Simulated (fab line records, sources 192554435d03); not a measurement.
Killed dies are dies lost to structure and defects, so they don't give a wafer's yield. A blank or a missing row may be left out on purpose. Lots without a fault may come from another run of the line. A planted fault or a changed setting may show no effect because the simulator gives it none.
Chamber matching | flow n5_finfet | N5_MOL_CONTACT_COAG_DESCUM_13 on rie_diel-02: 3 sister chambers
The step chemistry O2, time 7 s. 14 wafers are shown with their chamber, then 3 later ones without.

WAFERS WITH THEIR CHAMBER
wafer  | chamber | showerhead_plenum_p_Torr (Torr) | throttle_valve_pct (%) | drypump_motor_current_A (A)
L074.1 | 2       | 2.00                            | 20.89                  | 5.3
L074.3 | 0       | 2.01                            | 20.22                  | 6.1
L074.5 | 0       | 2.01                            | 20.21                  | 6.2
L076.1 | 2       | 2.00                            | 20.88                  | 5.3
L076.4 | 0       | 2.01                            | 20.22                  | 6.2
L076.6 | 2       | 2.00                            | 20.89                  | 5.3
L080.1 | 0       | 2.01                            | 20.25                  | 6.1
L080.3 | 2       | 2.00                            | 20.90                  | 5.3
L080.5 | 0       | 2.01                            | 20.24                  | 6.1
L082.1 | 1       | 2.11                            | 20.52                  | 5.2
L082.4 | 0       | 2.01                            | 20.24                  | 6.1
L082.5 | 1       | 2.11                            | 20.50                  | 5.2
L089.1 | 1       | 2.11                            | 20.54                  | 5.3
L089.4 | 2       | 1.99                            | 20.92                  | 5.3

SIGNATURES (means of the wafers above)
reading                  | chamber 0 | chamber 1 | chamber 2 | scatter within a chamber
showerhead_plenum_p_Torr | 2.0100    | 2.1100    | 1.9980    | 0.0027
throttle_valve_pct       | 20.2300   | 20.5200   | 20.8960   | 0.0163
drypump_motor_current_A  | 6.133     | 5.233     | 5.300     | 0.0426
Rule: a wafer's distance from a chamber is the root of the sum, over the readings, of the square of ((its reading less the chamber's mean) divided by the reading's scatter). The wafer belongs to the nearest chamber; if the next one is less than 2 further off, it can't be placed. The scatter: the root of (the sum of the squares of (reading less its chamber's mean) over the shown wafers, divided by (wafers less chambers)).

WAFERS WITHOUT THEIR CHAMBER
wafer  | showerhead_plenum_p_Torr (Torr) | throttle_valve_pct (%) | drypump_motor_current_A (A)
L089.6 | 1.99                            | 20.93                  | 5.3
L094.6 | 1.99                            | 20.93                  | 5.3
L096.2 | 2.10                            | 20.57                  | 5.2

WHICH CHAMBER EACH WENT THROUGH
wafer  | from the rows above | in truth
L089.6 | 2                   | 2
L094.6 | 2                   | 2
L096.2 | 1                   | 1
Placed correctly: 3 of 3. Can't be placed from these rows: 0. Placed wrongly: 0.
